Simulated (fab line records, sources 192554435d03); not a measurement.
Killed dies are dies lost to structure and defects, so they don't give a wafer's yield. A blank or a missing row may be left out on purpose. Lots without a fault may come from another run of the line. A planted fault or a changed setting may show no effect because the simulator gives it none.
Chamber matching | flow n5_finfet | N5_BEOL_M5_CO_CAP_78 on cvd_co-02: 3 sister chambers
The step material Co, precursor CCTBA/H2, target thk 2 nm, time 102.1 s. 3 wafers are shown with their chamber, then 10 later ones without.

WAFERS WITH THEIR CHAMBER
wafer  | chamber | heater_power_w (W)
L087.6 | 1       | 249
L091.4 | 0       | 229
L091.5 | 2       | 220

WAFERS WITHOUT THEIR CHAMBER
wafer  | heater_power_w (W)
L091.6 | 248
L093.3 | 227
L093.5 | 213
L093.6 | 257
L096.3 | 217
L096.5 | 246
L096.6 | 218
L097.1 | 227
L097.2 | 214
L097.6 | 248

WHICH CHAMBER EACH WENT THROUGH
wafer  | from the rows above     | in truth
L091.6 | 1                       | 1
L093.3 | can't be placed: 0 or 2 | 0
L093.5 | 2                       | 2
L093.6 | 1                       | 1
L096.3 | 2                       | 2
L096.5 | 1                       | 1
L096.6 | 2                       | 2
L097.1 | can't be placed: 0 or 2 | 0
L097.2 | 2                       | 2
L097.6 | 1                       | 1
Placed correctly: 8 of 10. Can't be placed from these rows: 2 (the true chamber is among the candidates in 2). Placed wrongly: 0.
How it was worked out, from the rows above alone: a wafer's distance from a chamber is the root of the sum, over the readings, of the square of ((its reading less the chamber's mean) divided by the reading's scatter). The wafer belongs to the nearest chamber; if the next one is less than 2 further off, it can't be placed. A chamber's mean is the mean of its shown wafers. The scatter: with one shown wafer a chamber, the root of the mean of the squares of how far each hidden wafer lies from its nearest shown one.
